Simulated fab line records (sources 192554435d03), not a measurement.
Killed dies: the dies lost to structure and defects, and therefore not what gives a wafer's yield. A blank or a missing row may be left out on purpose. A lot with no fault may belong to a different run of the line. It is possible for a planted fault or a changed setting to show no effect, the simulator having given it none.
Chamber matching | flow n5_finfet | 4 sister chambers for N5_BEOL_M10_ETCH_65 on rie_diel-04
The step etches SiARC in CF4, target depth 39 nm, time 65 s. 27 wafers are shown with their chamber, then 12 later ones without.

## EACH WAFER AND ITS CHAMBER
wafer  | chamber | showerhead_plenum_p_Torr (Torr) | throttle_valve_pct (%) | oes_product_au (a.u.)
L076.1 | 0       | 2.13                            | 15.54                  | 0.64
L076.2 | 3       | 2.26                            | 15.27                  | 0.76
L076.4 | 1       | 2.09                            | 15.04                  | 0.77
L074.2 | 1       | 2.09                            | 15.04                  | 0.76
L074.3 | 3       | 2.26                            | 15.28                  | 0.75
L074.4 | 0       | 2.13                            | 15.55                  | 0.63
L077.1 | 3       | 2.25                            | 15.29                  | 0.75
L077.4 | 2       | 2.22                            | 15.82                  | 0.63
L077.6 | 2       | 2.22                            | 15.83                  | 0.63
L078.3 | 2       | 2.22                            | 15.82                  | 0.63
L078.5 | 1       | 2.08                            | 15.04                  | 0.75
L078.6 | 2       | 2.22                            | 15.84                  | 0.62
L079.1 | 1       | 2.08                            | 15.06                  | 0.74
L079.2 | 3       | 2.25                            | 15.30                  | 0.74
L079.6 | 0       | 2.12                            | 15.58                  | 0.63
L086.1 | 0       | 2.12                            | 15.61                  | 0.62
L086.2 | 3       | 2.25                            | 15.33                  | 0.72
L086.3 | 2       | 2.21                            | 15.89                  | 0.62
L087.1 | 1       | 2.08                            | 15.10                  | 0.72
L087.3 | 0       | 2.12                            | 15.59                  | 0.61
L087.4 | 2       | 2.21                            | 15.88                  | 0.61
L091.2 | 3       | 2.24                            | 15.36                  | 0.72
L091.3 | 1       | 2.07                            | 15.12                  | 0.72
L091.6 | 2       | 2.21                            | 15.89                  | 0.61
L092.2 | 2       | 2.21                            | 15.89                  | 0.60
L092.3 | 1       | 2.07                            | 15.10                  | 0.71
L092.4 | 3       | 2.24                            | 15.36                  | 0.71

SIGNATURES (means of the wafers above)
reading                  | chamber 0 | chamber 1 | chamber 2 | chamber 3 | scatter within a chamber
showerhead_plenum_p_Torr | 2.1240    | 2.0800    | 2.2150    | 2.2500    | 0.00698
throttle_valve_pct       | 15.5740   | 15.0714   | 15.8575   | 15.3129   | 0.0338
oes_product_au           | 0.6260    | 0.7386    | 0.6188    | 0.7357    | 0.017
Rule: a wafer's distance from a chamber is the root of the sum, over the readings, of the square of ((its reading less the chamber's mean) divided by the reading's scatter). The wafer belongs to the nearest chamber; if the next one is less than 2 further off, it can't be placed. The scatter is the square root of a quotient: the sum, over the shown wafers, of each reading's squared deviation from its chamber's mean, divided by wafers minus chambers.

## WAFERS MISSING THEIR CHAMBER
wafer  | showerhead_plenum_p_Torr (Torr) | throttle_valve_pct (%) | oes_product_au (a.u.)
L094.1 | 2.07                            | 15.12                  | 0.70
L094.2 | 2.21                            | 15.90                  | 0.61
L094.4 | 2.24                            | 15.36                  | 0.70
L095.2 | 2.11                            | 15.63                  | 0.60
L095.3 | 2.21                            | 15.92                  | 0.60
L095.4 | 2.24                            | 15.37                  | 0.69
L096.3 | 2.24                            | 15.37                  | 0.70
L096.5 | 2.07                            | 15.13                  | 0.70
L096.6 | 2.20                            | 15.91                  | 0.61
L097.1 | 2.24                            | 15.39                  | 0.70
L097.4 | 2.20                            | 15.92                  | 0.60
L097.5 | 2.24                            | 15.39                  | 0.70

## THE CHAMBER EACH PASSED THROUGH
wafer  | from the rows above | in truth
L094.1 | 1                   | 1
L094.2 | 2                   | 2
L094.4 | 3                   | 3
L095.2 | 0                   | 0
L095.3 | 2                   | 2
L095.4 | 3                   | 3
L096.3 | 3                   | 3
L096.5 | 1                   | 1
L096.6 | 2                   | 2
L097.1 | 3                   | 3
L097.4 | 2                   | 2
L097.5 | 3                   | 3
12 of 12 placed correctly. Can't be placed from these rows: 0. 0 placed wrongly.
